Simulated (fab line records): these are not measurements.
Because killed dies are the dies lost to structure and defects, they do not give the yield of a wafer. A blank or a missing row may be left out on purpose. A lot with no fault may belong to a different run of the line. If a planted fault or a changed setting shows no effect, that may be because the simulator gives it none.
What tool caused it? :: flow n5 finfet :: 9 lots with 26 wafers sampled at 3 steps, on a route of 1938 steps

WHAT THE GAUGES READ, wafer by wafer
N5_BEOL_M4_RC_MEAS_101.
lot: L870
measured: day 10 10:26
on: prober-02
ION_N (uA/um): 684 666 686

lot: L871
measured: day 10 02:59
on: prober-01
ION_N (uA/um): 675 664 682

lot: L873
measured: day 10 15:55
on: prober-01
ION_N (uA/um): 679 668 663

lot: L876
measured: day 11 17:00
on: prober-02
ION_N (uA/um): 665 697 674

lot: L877
measured: day 12 20:27
on: prober-01
ION_N (uA/um): 674 689

lot: L879
measured: day 12 15:33
on: prober-01
ION_N (uA/um): 692 681 670

lot: L880
measured: day 13 03:26
on: prober-01
ION_N (uA/um): 657 672 668

lot: L885
measured: day 14 11:29
on: prober-02
ION_N (uA/um): 455 681 685

lot: L889
measured: day 15 18:29
on: prober-02
ION_N (uA/um): 665 662 697

EACH LOT AND THE TOOL THAT RAN IT (in order: tool; ch and the chambers of the sampled wafers; start)
lot: L870
N5_HKMG_FIN_ETCH_35: rie diel-03 ch 1,2,3, day 5 03:09
N5_HKMG_FIN_STRIP_90: rie diel-06 ch 1,3, day 5 05:48

lot: L871
N5_HKMG_FIN_ETCH_35: rie diel-03 ch 1,3, day 5 04:16
N5_HKMG_FIN_STRIP_90: rie diel-03 ch 1,2,3, day 5 06:31

lot: L873
N5_HKMG_FIN_ETCH_35: rie diel-02 ch 1,3, day 5 16:58
N5_HKMG_FIN_STRIP_90: rie diel-02 ch 1,2, day 5 19:07

lot: L876
N5_HKMG_FIN_ETCH_35: rie diel-03 ch 1,2,3, day 6 15:16
N5_HKMG_FIN_STRIP_90: rie diel-03 ch 1,3, day 6 17:25

lot: L877
N5_HKMG_FIN_ETCH_35: rie diel-06 ch 0,1, day 6 17:55
N5_HKMG_FIN_STRIP_90: rie diel-02 ch 1,3, day 6 20:04

lot: L879
N5_HKMG_FIN_ETCH_35: rie diel-06 ch 0,1,3, day 7 04:35
N5_HKMG_FIN_STRIP_90: rie diel-06 ch 0,2,3, day 7 06:44

lot: L880
N5_HKMG_FIN_ETCH_35: rie diel-03 ch 0,3, day 7 12:27
N5_HKMG_FIN_STRIP_90: rie diel-06 ch 1,2,3, day 7 14:56

lot: L885
N5_HKMG_FIN_ETCH_35: rie diel-06 ch 0,1,3, day 8 15:50
N5_HKMG_FIN_STRIP_90: rie diel-06 ch 0,2,3, day 8 18:00

lot: L889
N5_HKMG_FIN_ETCH_35: rie diel-02 ch 1,2,3, day 9 14:43
N5_HKMG_FIN_STRIP_90: rie diel-03 ch 0,1,2, day 9 16:56
- N5_HKMG_FIN_ETCH_35: etches SOC in N2/H2, target depth 215.8 nm, time 243.4 s.
- N5_HKMG_FIN_STRIP_90: strips SOC in N2/H2, time 20 s.

THE ANSWER, worked out from the rows above alone
Rule: the lots themselves supply what counts as usual. Put in order of their means at a reading, lots are off if they are a third of the lots or fewer, leave a main group of 4 or more, and stand apart from it by a gap of 3 or more times the standard deviation of the main group's means; of several such gaps the widest counts. Not used: any main group whose means are identical at the precision the tables above print for the reading. Also off: a lot with no number at a reading for which 4 or more lots have one. Where the step has rows for the other lots, those lots are counted as sound.
Off: L885, seen at N5_BEOL_M4_RC_MEAS_101 (ION_N). The main group: mean 675 uA/um, standard deviation 5.2.
A tool fits if, at a process step before that reading, it ran every lot that is off, and no sound lot after the first of them. The gauges at N5_BEOL_M4_RC_MEAS_101 are tried like those tools. One fits: N5_HKMG_FIN_ETCH_35 and N5_HKMG_FIN_STRIP_90 on rie diel-06. At N5_HKMG_FIN_ETCH_35 its last sound lot is L879 (day 7 04:35), its first lot that is off L885 (day 8 15:50): a fault that began between those two fits.

WHAT WAS PUT IN BY THE SIMULATOR
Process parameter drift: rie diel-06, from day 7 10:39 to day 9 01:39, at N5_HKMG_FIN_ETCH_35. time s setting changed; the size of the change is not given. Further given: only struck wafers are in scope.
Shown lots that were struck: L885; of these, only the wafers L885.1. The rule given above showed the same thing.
